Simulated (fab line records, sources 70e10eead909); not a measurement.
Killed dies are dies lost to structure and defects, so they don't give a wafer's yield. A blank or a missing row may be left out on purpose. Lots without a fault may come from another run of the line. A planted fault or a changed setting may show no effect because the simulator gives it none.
Chamber matching | flow nand_harc | NHARC_A_STAIRCASE_TRIM_229 on rie_diel-04: 4 sister chambers
The step chemistry O2, time 211.2 s. 8 wafers are shown with their chamber, then 8 later ones without.

WAFERS WITH THEIR CHAMBER
wafer  | chamber | showerhead_plenum_p_Torr (Torr) | drypump_motor_current_A (A)
L745.1 | 0       | 3.40                            | 5.2
L747.1 | 2       | 3.62                            | 6.2
L747.2 | 3       | 3.73                            | 6.0
L747.3 | 1       | 3.28                            | 6.6
L748.1 | 2       | 3.62                            | 6.3
L748.3 | 1       | 3.28                            | 6.6
L748.6 | 3       | 3.73                            | 6.0
L750.2 | 0       | 3.39                            | 5.3

WAFERS WITHOUT THEIR CHAMBER
wafer  | showerhead_plenum_p_Torr (Torr) | drypump_motor_current_A (A)
L750.4 | 3.62                            | 6.2
L750.5 | 3.62                            | 6.2
L752.2 | 3.72                            | 6.0
L752.3 | 3.39                            | 5.3
L752.4 | 3.72                            | 6.0
L764.3 | 3.70                            | 6.0
L764.4 | 3.80                            | 6.6
L764.6 | 3.80                            | 6.6

WHICH CHAMBER EACH WENT THROUGH
wafer  | from the rows above | in truth
L750.4 | 2                   | 2
L750.5 | 2                   | 2
L752.2 | 3                   | 3
L752.3 | 0                   | 0
L752.4 | 3                   | 3
L764.3 | 3                   | 3
L764.4 | 3                   | 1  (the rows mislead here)
L764.6 | 3                   | 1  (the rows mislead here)
Placed correctly: 6 of 8. Can't be placed from these rows: 0. Placed wrongly: 2.
How it was worked out, from the rows above alone: a wafer's distance from a chamber is the root of the sum, over the readings, of the square of ((its reading less the chamber's mean) divided by the reading's scatter). The wafer belongs to the nearest chamber; if the next one is less than 2 further off, it can't be placed. A chamber's mean is the mean of its shown wafers. The scatter: the root of (the sum of the squares of (reading less its chamber's mean) over the shown wafers, divided by (wafers less chambers)).
